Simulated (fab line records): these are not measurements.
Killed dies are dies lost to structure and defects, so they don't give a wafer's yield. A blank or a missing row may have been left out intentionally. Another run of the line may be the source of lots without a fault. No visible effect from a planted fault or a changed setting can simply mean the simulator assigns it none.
fab line records + flow n5_finfet + part 2 of 2: steps 5 to 6 of 6
record
- lots=21
- wafers=63
- last_day=18
route steps=1938 shown HKMG_FIN@431 GATE_CUT@467
lots that met no fault: taken from a fault-free run of the same line
start_h: the number of hours between the record's first day and the start of the first shown wafer of the lot + wait_h: hours elapsed since this lot's preceding step + " as in the row above + L1.1+2: a row that stands for several wafers + - no value, or no start given + * or withheld: withheld + < > ~ a bound
route shown NAME@n: names a module that has steps shown in the file, with the first one's number in the route + usual: mean/standard deviation of fault-free wafers + same: alike in all rows + chamber/n: place in a boat + sites: per-site readings + _std_site: their standard deviation + _edge_site: mean of outer sites minus mean of inner sites + radius_mm: how far each site lies from the wafer's centre + mask NAME#n: copy n + behind: the most recent tool/chamber to have shaped the wafer + hold: why the lot was held/for how many hours/how that ended + device: which transistor (n, p or np) failed to switch + end of line: the route-end tests of the same wafers + step lacking rows: just its recipe + killed: at the first sort, the dies lost to defects and structure; wafer yield is something else + map: a wafer's dies, marking killed ones x, the rest . and places with no die _
set.NAME: the setting as run; set.NAME@STEP: as run at that earlier step + model.NAME: the simulator's own value behind a step, which no gauge read
one table for each step of the route and one row for each wafer, over a sample of lots
services: a tool's chamber out of use, with start hour (start_h, from the record's first day; less than 0 if before it), hours out, and reason
## steps
# step N5_GATE_CUT_STRIP_59
# recipe
- chemistry=N2/H2
- time_s=20
- power_w=100
- temp_c=40
- pressure_mtorr=100
- rf_frequency_hz=6e+07
- bias_power_w=3
- n2_flow_sccm=300
- h2_flow_sccm=300
# usual
- drypump_motor_current_A=5.6/0.42
- oes_product_au=0.79/0.088
- rf_vpp_V=45.3/0.84
- showerhead_plenum_p_Torr=3.39/0.12
- throttle_valve_pct=12.23/0.25
| lot.wafer | tool        | chamber | start_h | wait_h | drypump_motor_current_A | oes_product_au | rf_hours_counter_h | rf_vpp_V | showerhead_plenum_p_Torr | throttle_valve_pct |
|-----------|-------------|---------|---------|--------|-------------------------|----------------|--------------------|----------|--------------------------|--------------------|
| L075.1    | rie_diel-04 | 3       | 88.58   | 0.1    | 6.5                     | 0.73           | 190                | 44.8     | 3.22                     | 12.30              |
| L075.4    | "           | 1       | "       | "      | 5.7                     | 0.87           | 49                 | 45.4     | 3.30                     | 11.85              |
| L075.5    | "           | 0       | "       | "      | 5.8                     | 0.69           | -                  | 45.4     | 3.48                     | 12.40              |
| L076.1    | rie_diel-04 | 2       | 92.14   | 0.1    | 5.8                     | 0.71           | 201                | 44.5     | 3.47                     | 12.39              |
| L076.2    | "           | 3       | "       | "      | 6.4                     | 0.72           | 191                | 43.1     | 3.22                     | 12.27              |
| L076.4    | "           | 2       | "       | "      | 5.8                     | 0.72           | -                  | 45.5     | 3.48                     | 12.40              |
| L078.3    | rie_diel-04 | 1       | 103.08  | 0.1    | 5.7                     | 0.87           | 52                 | 44.7     | 3.30                     | 11.87              |
| L078.5    | "           | 0       | "       | "      | 5.8                     | 0.69           | -                  | 45.0     | 3.47                     | 12.42              |
| L078.6    | "           | 3       | "       | "      | 6.5                     | 0.71           | -                  | 45.7     | 3.22                     | 12.29              |
| L079.2    | rie_diel-01 | 2       | 108.19  | 0.1    | 5.6                     | 0.71           | 226                | 45.5     | 3.34                     | 12.46              |
| L079.4    | "           | 2       | "       | "      | 5.6                     | 0.70           | -                  | 45.3     | 3.34                     | 12.48              |
| L079.5    | "           | 1       | "       | "      | 6.0                     | 0.93           | -                  | 44.8     | 3.59                     | 11.64              |
| L080.3    | rie_diel-03 | 3       | 120.15  | 0.1    | 4.7                     | 0.88           | 32                 | 46.0     | 3.31                     | 12.16              |
| L080.5    | "           | 1       | "       | "      | 5.9                     | 0.90           | -                  | 45.3     | 3.43                     | 11.92              |
| L080.6    | "           | 0       | "       | "      | 5.3                     | 0.70           | -                  | 45.2     | 3.22                     | 12.47              |
| L081.1    | rie_diel-03 | 1       | 122.89  | 0.1    | 6.0                     | 0.90           | 22                 | 46.5     | 3.43                     | 11.94              |
| L081.3    | "           | 0       | "       | "      | 5.3                     | 0.70           | 217                | 45.3     | 3.22                     | 12.48              |
| L081.5    | "           | 0       | "       | "      | 5.3                     | 0.71           | -                  | 45.3     | 3.21                     | 12.48              |
| L082.1    | rie_diel-01 | 1       | 130.06  | 0.1    | 6.0                     | 0.90           | 17                 | 46.1     | 3.58                     | 11.65              |
| L082.4    | "           | 0       | "       | "      | 5.1                     | 0.91           | 31                 | 44.6     | 3.58                     | 12.10              |
| L082.5    | "           | 3       | "       | "      | 5.4                     | 0.91           | -                  | 46.0     | 3.44                     | 11.96              |
| L084.2    | rie_diel-03 | 0       | 137.90  | 0.1    | 5.3                     | 0.70           | 222                | 45.0     | 3.21                     | 12.48              |
| L084.3    | "           | 2       | "       | "      | 5.4                     | 0.83           | 72                 | 46.2     | 3.55                     | 12.33              |
| L084.6    | "           | 0       | "       | "      | 5.3                     | 0.71           | -                  | 44.9     | 3.21                     | 12.48              |
| L083.2    | rie_diel-03 | 3       | 139.14  | 0.1    | 4.8                     | 0.88           | 38                 | 45.0     | 3.30                     | 12.19              |
| L083.5    | "           | 0       | "       | "      | 5.2                     | 0.70           | -                  | 44.3     | 3.21                     | 12.49              |
| L083.6    | "           | 1       | "       | "      | 6.0                     | 0.90           | -                  | 45.7     | 3.43                     | 11.95              |
| L085.1    | rie_diel-04 | 1       | 148.43  | 0.1    | 5.7                     | 0.85           | 60                 | 45.6     | 3.29                     | 11.88              |
| L085.5    | "           | 1       | "       | "      | 5.7                     | 0.85           | -                  | 45.2     | 3.29                     | 11.89              |
| L085.6    | "           | 0       | "       | "      | 5.8                     | 0.69           | -                  | 45.5     | 3.47                     | 12.46              |
| L086.1    | rie_diel-04 | 2       | 153.77  | 0.1    | 5.8                     | 0.69           | 219                | 46.5     | 3.46                     | 12.44              |
| L086.2    | "           | 1       | "       | "      | 5.7                     | 0.85           | 62                 | 45.7     | 3.29                     | 11.90              |
| L086.3    | "           | 0       | "       | "      | 5.8                     | 0.69           | 235                | 46.1     | 3.47                     | 12.47              |
| L088.2    | rie_diel-04 | 0       | 167.94  | 0.1    | 5.8                     | 0.68           | 239                | 47.6     | 3.46                     | 12.48              |
| L088.3    | "           | 2       | "       | "      | 5.7                     | 0.69           | 223                | 45.0     | 3.46                     | 12.45              |
| L088.5    | "           | 0       | "       | "      | 5.8                     | 0.68           | -                  | 45.0     | 3.46                     | 12.47              |
| L089.1    | rie_diel-04 | 1       | 170.10  | 0.1    | 5.7                     | 0.84           | 66                 | 43.6     | 3.29                     | 11.88              |
| L089.2    | "           | 3       | "       | "      | 6.5                     | 0.71           | 211                | 43.2     | 3.21                     | 12.35              |
| L089.5    | "           | 1       | "       | "      | 5.7                     | 0.84           | -                  | 45.0     | 3.29                     | 11.91              |
| L090.3    | rie_diel-01 | 3       | 175.47  | 0.1    | 5.4                     | 0.89           | 43                 | 46.3     | 3.43                     | 12.02              |
| L090.5    | "           | 3       | "       | "      | 5.4                     | 0.89           | -                  | 46.5     | 3.43                     | 12.00              |
| L090.6    | "           | 2       | "       | "      | 5.6                     | 0.68           | -                  | 44.9     | 3.33                     | 12.50              |
| L091.2    | rie_diel-03 | 3       | 181.09  | 0.1    | 4.8                     | 0.86           | 52                 | 44.9     | 3.30                     | 12.23              |
| L091.4    | "           | 1       | "       | "      | 5.9                     | 0.87           | 41                 | 45.5     | 3.42                     | 11.99              |
| L091.5    | "           | 3       | "       | "      | 4.8                     | 0.85           | -                  | 45.2     | 3.30                     | 12.22              |
| L092.2    | rie_diel-03 | 2       | 187.48  | 0.1    | 5.4                     | 0.82           | 84                 | 47.0     | 3.55                     | 12.39              |
| L092.3    | "           | 0       | "       | "      | 5.2                     | 0.70           | 238                | 45.8     | 3.20                     | 12.53              |
| L092.5    | "           | 2       | "       | "      | 5.4                     | 0.82           | -                  | 45.8     | 3.55                     | 12.36              |
| L093.1    | rie_diel-01 | 0       | 197.97  | 0.1    | 5.1                     | 0.87           | 50                 | 47.2     | 3.57                     | 12.16              |
| L093.3    | "           | 2       | "       | "      | 5.6                     | 0.69           | 249                | 45.5     | 3.33                     | 12.52              |
| L093.6    | "           | 2       | "       | "      | 5.6                     | 0.67           | -                  | 45.7     | 3.33                     | 12.52              |
| L094.2    | rie_diel-03 | 3       | 205.84  | 0.1    | 4.7                     | 0.84           | 59                 | 44.5     | 3.29                     | 12.25              |
| L094.3    | "           | 2       | "       | "      | 5.4                     | 0.81           | 89                 | 46.2     | 3.54                     | 12.37              |
| L094.5    | "           | 3       | "       | "      | 4.8                     | 0.84           | -                  | 44.4     | 3.29                     | 12.23              |
| L095.3    | rie_diel-03 | 0       | 206.92  | 0.1    | 5.3                     | 0.69           | 245                | 45.0     | 3.20                     | 12.53              |
| L095.4    | "           | 3       | "       | "      | 4.8                     | 0.85           | 59                 | 44.1     | 3.29                     | 12.22              |
| L095.5    | "           | 3       | "       | "      | 4.7                     | 0.85           | -                  | 44.9     | 3.29                     | 12.22              |
| L096.3    | rie_diel-04 | 1       | 223.31  | 0.1    | 5.7                     | 0.82           | 87                 | 46.8     | 3.28                     | 11.96              |
| L096.4    | "           | 1       | "       | "      | 5.7                     | 0.82           | -                  | 46.2     | 3.28                     | 11.95              |
| L096.5    | "           | 0       | "       | "      | 5.8                     | 0.66           | -                  | 44.6     | 3.45                     | 12.53              |
| L097.1    | rie_diel-04 | 1       | 225.60  | 0.1    | 5.7                     | 0.82           | 88                 | 45.7     | 3.28                     | 11.95              |
| L097.2    | "           | 0       | "       | "      | 5.8                     | 0.67           | 259                | 44.6     | 3.45                     | 12.51              |
| L097.3    | "           | 2       | "       | "      | 5.7                     | 0.68           | 245                | 46.8     | 3.45                     | 12.50              |
# step N5_GATE_CUT_ETCH_36
# recipe
- chemistry=CF4
- target=SiARC
- target_depth_a=130
- mask_material=CAR-EUV
- time_s=21.7
- ion_energy_ev=80
- pressure_mtorr=40
- source_w=545
- bias_w=36
- Ar_flow_sccm=100
- cf4_flow_sccm=100
- ends=cleared
# usual
- cf4_flow_sccm=100.05/0.28
- drypump_motor_current_A=5.5/0.4
- etch_rf_on_time_s=21.5/0.32
- oes_product_au=0.70/0.076
- rf_vpp_V=184.5/1.2
- showerhead_plenum_p_Torr=2.17/0.076
- throttle_valve_pct=15.59/0.26
| lot.wafer | tool        | chamber | start_h | wait_h | cf4_flow_sccm | drypump_motor_current_A | etch_rf_on_time_s | oes_product_au | rf_hours_counter_h | rf_vpp_V | showerhead_plenum_p_Torr | throttle_valve_pct |
|-----------|-------------|---------|---------|--------|---------------|-------------------------|-------------------|----------------|--------------------|----------|--------------------------|--------------------|
| L075.1    | rie_diel-01 | 0       | 91.91   | 0.0    | 99.90         | 5.0                     | 21.4              | 0.77           | 26                 | 187.3    | 2.27                     | 15.45              |
| L075.4    | "           | 3       | "       | "      | 100.33        | 5.4                     | 20.6              | 0.81           | 17                 | 184.8    | 2.18                     | 15.44              |
| L075.5    | "           | 2       | "       | "      | 100.38        | 5.5                     | 21.5              | 0.61           | -                  | 182.8    | 2.12                     | 15.77              |
| L076.1    | rie_diel-04 | 0       | 95.84   | 0.0    | 99.62         | 5.8                     | 21.9              | 0.59           | 217                | 184.6    | 2.21                     | 15.86              |
| L076.2    | "           | 3       | "       | "      | 100.01        | 6.5                     | 21.9              | 0.63           | 191                | 183.2    | 2.05                     | 15.68              |
| L076.4    | "           | 2       | "       | "      | 100.83        | 5.8                     | 22.0              | 0.60           | 201                | 184.9    | 2.21                     | 15.81              |
| L078.3    | rie_diel-01 | 3       | 106.56  | 0.0    | 99.69         | 5.4                     | 20.8              | 0.79           | 22                 | 185.8    | 2.18                     | 15.46              |
| L078.5    | "           | 3       | "       | "      | 99.61         | 5.4                     | 20.7              | 0.79           | -                  | 183.8    | 2.18                     | 15.45              |
| L078.6    | "           | 1       | "       | "      | 100.42        | 6.0                     | 21.7              | 0.78           | -                  | 186.5    | 2.27                     | 15.06              |
| L079.2    | rie_diel-03 | 2       | 111.97  | 0.0    | 100.24        | 5.4                     | 21.2              | 0.74           | 63                 | 186.4    | 2.26                     | 15.78              |
| L079.4    | "           | 0       | "       | "      | 100.02        | 5.2                     | 21.2              | 0.62           | 214                | 182.0    | 2.04                     | 15.88              |
| L079.5    | "           | 3       | "       | "      | 100.34        | 4.7                     | 21.6              | 0.76           | -                  | 183.5    | 2.09                     | 15.68              |
| L080.3    | rie_diel-03 | 0       | 123.50  | 0.0    | 100.47        | 5.3                     | 21.3              | 0.62           | 218                | 183.1    | 2.04                     | 15.91              |
| L080.5    | "           | 3       | "       | "      | 100.27        | 4.7                     | 21.8              | 0.75           | -                  | 184.0    | 2.09                     | 15.68              |
| L080.6    | "           | 0       | "       | "      | 100.18        | 5.2                     | 21.5              | 0.61           | -                  | 182.4    | 2.04                     | 15.90              |
| L081.1    | rie_diel-01 | 1       | 126.23  | 0.0    | 100.34        | 6.0                     | 21.6              | 0.77           | 15                 | 185.0    | 2.27                     | 15.09              |
| L081.3    | "           | 0       | "       | "      | 99.87         | 5.1                     | 21.4              | 0.76           | 30                 | 186.2    | 2.27                     | 15.45              |
| L081.5    | "           | 1       | "       | "      | 100.35        | 6.0                     | 21.6              | 0.78           | -                  | 184.5    | 2.27                     | 15.10              |
| L082.1    | rie_diel-03 | 3       | 133.89  | 0.0    | 99.77         | 4.8                     | 21.8              | 0.74           | 36                 | 182.3    | 2.09                     | 15.68              |
| L082.4    | "           | 0       | "       | "      | 99.94         | 5.2                     | 21.2              | 0.62           | 220                | 182.7    | 2.04                     | 15.90              |
| L082.5    | "           | 2       | "       | "      | 99.63         | 5.4                     | 21.5              | 0.73           | -                  | 184.5    | 2.25                     | 15.79              |
| L084.2    | rie_diel-01 | 0       | 141.27  | 0.0    | 100.22        | 5.1                     | 21.7              | 0.76           | 35                 | 184.9    | 2.26                     | 15.48              |
| L084.3    | "           | 1       | "       | "      | 100.40        | 5.9                     | 21.4              | 0.77           | 20                 | 184.9    | 2.27                     | 15.12              |
| L084.6    | "           | 1       | "       | "      | 99.81         | 5.9                     | 21.5              | 0.76           | -                  | 185.0    | 2.27                     | 15.10              |
| L083.2    | rie_diel-04 | 2       | 142.57  | 0.0    | 100.56        | 5.8                     | 21.8              | 0.59           | 217                | 184.2    | 2.20                     | 15.84              |
| L083.5    | "           | 0       | "       | "      | 100.14        | 5.8                     | 21.7              | 0.58           | -                  | 184.9    | 2.21                     | 15.89              |
| L083.6    | "           | 1       | "       | "      | 99.66         | 5.7                     | 21.9              | 0.72           | -                  | 184.0    | 2.09                     | 15.28              |
| L085.1    | rie_diel-04 | 0       | 151.75  | 0.0    | 99.89         | 5.8                     | 21.4              | 0.58           | 234                | 185.1    | 2.21                     | 15.89              |
| L085.5    | "           | 3       | "       | "      | 100.22        | 6.5                     | 21.5              | 0.62           | -                  | 182.3    | 2.04                     | 15.72              |
| L085.6    | "           | 2       | "       | "      | 100.35        | 5.7                     | 21.5              | 0.60           | -                  | 185.4    | 2.20                     | 15.84              |
| L086.1    | rie_diel-04 | 0       | 158.05  | 0.0    | 99.86         | 5.8                     | 21.7              | 0.59           | 236                | 183.7    | 2.21                     | 15.90              |
| L086.2    | "           | 1       | "       | "      | 99.86         | 5.7                     | 21.6              | 0.72           | 63                 | 183.1    | 2.09                     | 15.26              |
| L086.3    | "           | 3       | "       | "      | 100.23        | 6.5                     | 21.6              | 0.61           | 207                | 181.6    | 2.04                     | 15.73              |
| L088.2    | rie_diel-03 | 0       | 171.48  | 0.0    | 100.06        | 5.2                     | 21.4              | 0.60           | 233                | 182.2    | 2.04                     | 15.93              |
| L088.3    | "           | 1       | "       | "      | 100.04        | 5.9                     | 21.7              | 0.75           | 38                 | 184.8    | 2.18                     | 15.47              |
| L088.5    | "           | 2       | "       | "      | 99.96         | 5.4                     | 21.4              | 0.71           | -                  | 186.0    | 2.25                     | 15.81              |
| L089.1    | rie_diel-03 | 0       | 173.49  | 0.0    | 99.87         | 5.2                     | 21.4              | 0.60           | 233                | 182.6    | 2.04                     | 15.94              |
| L089.2    | "           | 3       | "       | "      | 99.95         | 4.7                     | 21.7              | 0.73           | 49                 | 182.8    | 2.09                     | 15.70              |
| L089.5    | "           | 1       | "       | "      | 100.36        | 5.9                     | 21.5              | 0.75           | -                  | 185.2    | 2.18                     | 15.46              |
| L090.3    | rie_diel-01 | 0       | 178.80  | 0.0    | 100.20        | 5.1                     | 21.9              | 0.74           | 45                 | 185.2    | 2.26                     | 15.48              |
| L090.5    | "           | 2       | "       | "      | 99.83         | 5.5                     | 21.9              | 0.58           | -                  | 185.5    | 2.12                     | 15.83              |
| L090.6    | "           | 3       | "       | "      | 100.06        | 5.4                     | 21.0              | 0.75           | -                  | 184.7    | 2.17                     | 15.49              |
| L091.2    | rie_diel-01 | 3       | 184.42  | 0.0    | 99.68         | 5.4                     | 20.9              | 0.75           | 46                 | 184.1    | 2.17                     | 15.50              |
| L091.4    | "           | 1       | "       | "      | 99.98         | 6.0                     | 21.4              | 0.75           | 31                 | 185.2    | 2.27                     | 15.12              |
| L091.5    | "           | 3       | "       | "      | 99.91         | 5.4                     | 20.8              | 0.76           | -                  | 185.1    | 2.17                     | 15.49              |
| L092.2    | rie_diel-03 | 3       | 190.92  | 0.0    | 99.94         | 4.8                     | 21.9              | 0.73           | 53                 | 183.2    | 2.09                     | 15.72              |
| L092.3    | "           | 1       | "       | "      | 100.04        | 5.9                     | 21.3              | 0.76           | 44                 | 185.1    | 2.18                     | 15.47              |
| L092.5    | "           | 0       | "       | "      | 100.14        | 5.2                     | 21.4              | 0.60           | -                  | 183.5    | 2.03                     | 15.93              |
| L093.1    | rie_diel-04 | 0       | 201.53  | 0.0    | 99.91         | 5.8                     | 21.6              | 0.57           | 251                | 184.6    | 2.20                     | 15.91              |
| L093.3    | "           | 2       | "       | "      | 100.06        | 5.8                     | 21.6              | 0.59           | 236                | 183.4    | 2.20                     | 15.89              |
| L093.6    | "           | 1       | "       | "      | 100.62        | 5.7                     | 21.7              | 0.70           | -                  | 182.7    | 2.08                     | 15.32              |
| L094.2    | rie_diel-04 | 0       | 209.38  | 0.0    | 100.15        | 5.8                     | 21.8              | 0.57           | 254                | 185.1    | 2.20                     | 15.90              |
| L094.3    | "           | 1       | "       | "      | 100.12        | 5.7                     | 21.8              | 0.70           | 82                 | 184.2    | 2.08                     | 15.32              |
| L094.5    | "           | 1       | "       | "      | 99.92         | 5.7                     | 21.9              | 0.69           | -                  | 184.8    | 2.08                     | 15.32              |
| L095.3    | rie_diel-01 | 3       | 211.54  | 0.0    | 100.44        | 5.4                     | 21.1              | 0.73           | 56                 | 184.7    | 2.17                     | 15.53              |
| L095.4    | "           | 3       | "       | "      | 100.08        | 5.4                     | 21.0              | 0.74           | -                  | 185.3    | 2.17                     | 15.52              |
| L095.5    | "           | 1       | "       | "      | 99.91         | 6.0                     | 21.8              | 0.72           | -                  | 185.3    | 2.26                     | 15.14              |
| L096.3    | rie_diel-01 | 3       | 227.90  | 0.0    | 99.93         | 5.4                     | 20.7              | 0.74           | 62                 | 185.0    | 2.17                     | 15.54              |
| L096.4    | "           | 0       | "       | "      | 99.81         | 5.0                     | 21.7              | 0.72           | 63                 | 185.9    | 2.26                     | 15.54              |
| L096.5    | "           | 2       | "       | "      | 99.81         | 5.5                     | 21.4              | 0.83           | -                  | 184.2    | 2.11                     | 15.34              |
| L097.1    | rie_diel-03 | 2       | 229.55  | 0.0    | 100.13        | 5.4                     | 21.6              | 0.70           | 99                 | 184.4    | 2.24                     | 15.85              |
| L097.2    | "           | 3       | "       | "      | 99.91         | 4.7                     | 22.1              | 0.70           | 69                 | 182.7    | 2.08                     | 15.75              |
| L097.3    | "           | 1       | "       | "      | 99.49         | 5.9                     | 21.8              | 0.72           | 59                 | 184.0    | 2.17                     | 15.51              |
## services
| tool         | chamber | start_h | hours | kind   |
|--------------|---------|---------|-------|--------|
| cmp-04       | -       | 64.51   | 0.4   | repair |
| rie_diel-05  | 0       | 67.15   | 3.7   | repair |
| rie_metal-03 | -       | 69.95   | 1.4   | repair |
| rie_metal-02 | 0       | 75.97   | 10.4  | repair |
| cmp-04       | -       | 82.26   | 5.0   | pm     |
| rie_metal-03 | -       | 85.25   | 2.8   | pm     |
| rie_diel-04  | 1       | 89.19   | 5.1   | repair |
| rie_metal-02 | -       | 91.63   | 0.3   | repair |
| rie_diel-01  | 0       | 102.36  | 22.0  | repair |
| rie_diel-04  | 1       | 105.96  | 14.5  | repair |
| rie_diel-05  | 3       | 117.14  | 1.4   | repair |
| rie_diel-04  | 3       | 120.72  | 9.8   | repair |
| cmp-03       | -       | 124.34  | 7.2   | pm     |
| cmp-02       | -       | 134.51  | 5.8   | pm     |
| cmp-02       | -       | 141.38  | 4.0   | pm     |
| rie_diel-03  | 2       | 147.89  | 8.5   | repair |
| rie_diel-04  | -       | 150.63  | 0.2   | repair |
| rie_diel-05  | 0       | 158.30  | 8.1   | repair |
| rie_diel-01  | 2       | 163.08  | 6.8   | repair |
| rie_diel-04  | 0       | 179.56  | 5.8   | repair |
| rie_diel-04  | 3       | 185.77  | 45.5  | repair |
| cmp-02       | -       | 201.67  | 0.3   | repair |
| rie_diel-06  | 2       | 209.85  | 1.5   | repair |
| cmp-04       | -       | 225.68  | 4.9   | pm     |
